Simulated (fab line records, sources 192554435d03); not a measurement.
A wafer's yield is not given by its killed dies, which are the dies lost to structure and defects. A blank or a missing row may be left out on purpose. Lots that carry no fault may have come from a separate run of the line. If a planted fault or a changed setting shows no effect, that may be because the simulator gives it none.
Which tool did it? || flow n5-finfet || 10 lots, 29 wafers sampled, at 4 steps of a route of 1938

== WHAT THE GAUGES READ, wafer by wafer ==
N5_BEOL_M9_INSPECT_30: inspects for defects (brightfield).
{"lot": "L443", "measured": "day 9 14:00", "on": "defect-inspect-01", "raw-defect-count": "448 409 451"}
{"lot": "L444", "measured": "day 9 22:57", "on": "defect-inspect-01", "raw-defect-count": "394 436"}
{"lot": "L445", "measured": "day 10 01:13", "on": "defect-inspect-01", "raw-defect-count": "597 368 422"}
{"lot": "L450", "measured": "day 11 15:30", "on": "defect-inspect-01", "raw-defect-count": "261 262 565"}
{"lot": "L453", "measured": "day 12 20:50", "on": "defect-inspect-01", "raw-defect-count": "332 637 310"}
{"lot": "L454", "measured": "day 13 02:01", "on": "defect-inspect-02", "raw-defect-count": "285 309 307"}
{"lot": "L459", "measured": "day 14 00:55", "on": "defect-inspect-02", "raw-defect-count": "331 450 312"}
{"lot": "L460", "measured": "day 14 01:05", "on": "defect-inspect-01", "raw-defect-count": "369 369 342"}
{"lot": "L462", "measured": "day 15 02:49", "on": "defect-inspect-02", "raw-defect-count": "453 373 403"}
{"lot": "L465", "measured": "day 15 17:55", "on": "defect-inspect-01", "raw-defect-count": "427 264 418"}

== EACH LOT AND THE TOOL THAT RAN IT (in order: tool; ch and the chambers of the sampled wafers; start) ==
{"lot": "L443", "N5_BEOL_M9_PECVD_70": "pecvd-01 ch 1,2, day 9 10:22", "N5_BEOL_M9_ETCH_62": "rie-diel-02 ch 0,2,3, day 9 12:03", "N5_BEOL_M9_STRIP_19": "rie-diel-02 ch 0,1,2, day 9 12:21"}
{"lot": "L444", "N5_BEOL_M9_PECVD_70": "pecvd-02 ch 0,2, day 9 19:07", "N5_BEOL_M9_ETCH_62": "rie-diel-01 ch 2,3, day 9 20:34", "N5_BEOL_M9_STRIP_19": "rie-diel-01 ch 0,1, day 9 20:52"}
{"lot": "L445", "N5_BEOL_M9_PECVD_70": "pecvd-02 ch 0,1,2, day 9 20:40", "N5_BEOL_M9_ETCH_62": "rie-diel-05 ch 1,2,3, day 10 00:18", "N5_BEOL_M9_STRIP_19": "rie-diel-01 ch 0,2,3, day 10 00:36"}
{"lot": "L450", "N5_BEOL_M9_PECVD_70": "pecvd-03 ch 0,1,2, day 11 08:46", "N5_BEOL_M9_ETCH_62": "rie-diel-05 ch 0,1,2, day 11 12:40", "N5_BEOL_M9_STRIP_19": "rie-diel-01 ch 0,1,3, day 11 12:58"}
{"lot": "L453", "N5_BEOL_M9_PECVD_70": "pecvd-03 ch 0,1,2, day 12 15:02", "N5_BEOL_M9_ETCH_62": "rie-diel-05 ch 0,2,3, day 12 18:19", "N5_BEOL_M9_STRIP_19": "rie-diel-01 ch 0,1, day 12 18:47"}
{"lot": "L454", "N5_BEOL_M9_PECVD_70": "pecvd-01 ch 1,2, day 12 23:25", "N5_BEOL_M9_ETCH_62": "rie-diel-05 ch 2,3, day 13 00:39", "N5_BEOL_M9_STRIP_19": "rie-diel-02 ch 0,1, day 13 00:57"}
{"lot": "L459", "N5_BEOL_M9_PECVD_70": "pecvd-01 ch 0,1,2, day 13 18:07", "N5_BEOL_M9_ETCH_62": "rie-diel-01 ch 0,1,2, day 13 20:44", "N5_BEOL_M9_STRIP_19": "rie-diel-05 ch 1,2,3, day 13 21:02"}
{"lot": "L460", "N5_BEOL_M9_PECVD_70": "pecvd-01 ch 1,2, day 13 20:05", "N5_BEOL_M9_ETCH_62": "rie-diel-02 ch 2,3, day 13 21:33", "N5_BEOL_M9_STRIP_19": "rie-diel-05 ch 0,1,2, day 13 22:01"}
{"lot": "L462", "N5_BEOL_M9_PECVD_70": "pecvd-03 ch 2, day 15 00:55", "N5_BEOL_M9_ETCH_62": "rie-diel-01 ch 1,2,3, day 15 02:00", "N5_BEOL_M9_STRIP_19": "rie-diel-02 ch 1,2, day 15 02:17"}
{"lot": "L465", "N5_BEOL_M9_PECVD_70": "pecvd-03 ch 0,1, day 15 13:16", "N5_BEOL_M9_ETCH_62": "rie-diel-02 ch 1,2, day 15 15:19", "N5_BEOL_M9_STRIP_19": "rie-diel-05 ch 1,3, day 15 15:37"}
- N5_BEOL_M9_PECVD_70: deposits SiO2 from TEOS/O2, target thk 20 nm, time 22.7 s.
- N5_BEOL_M9_ETCH_62: etches SOC in N2/H2, target depth 110 nm, overetch 22 nm, time 165 s.
- N5_BEOL_M9_STRIP_19: strips in O2.

== THE ANSWER, worked out from the rows above alone ==
Rule: what is usual is taken from the lots themselves. The widest of any qualifying gaps counts: lots, ordered by their means at a reading, are off when they make up no more than a third of the lots, leave a main group of 4 or more, and stand apart from it by 3 or more times the standard deviation of that group's means. A main group is skipped when, at the precision printed for the reading in the tables above, its means are all equal. A lot without any number at a reading at which 4 lots or more have one is off too. Where the step has rows for the other lots, those lots are counted as sound.
Across all readings shown, no lot is off: no conclusion can be drawn from this.

== WHAT THE SIMULATOR PUT IN ==
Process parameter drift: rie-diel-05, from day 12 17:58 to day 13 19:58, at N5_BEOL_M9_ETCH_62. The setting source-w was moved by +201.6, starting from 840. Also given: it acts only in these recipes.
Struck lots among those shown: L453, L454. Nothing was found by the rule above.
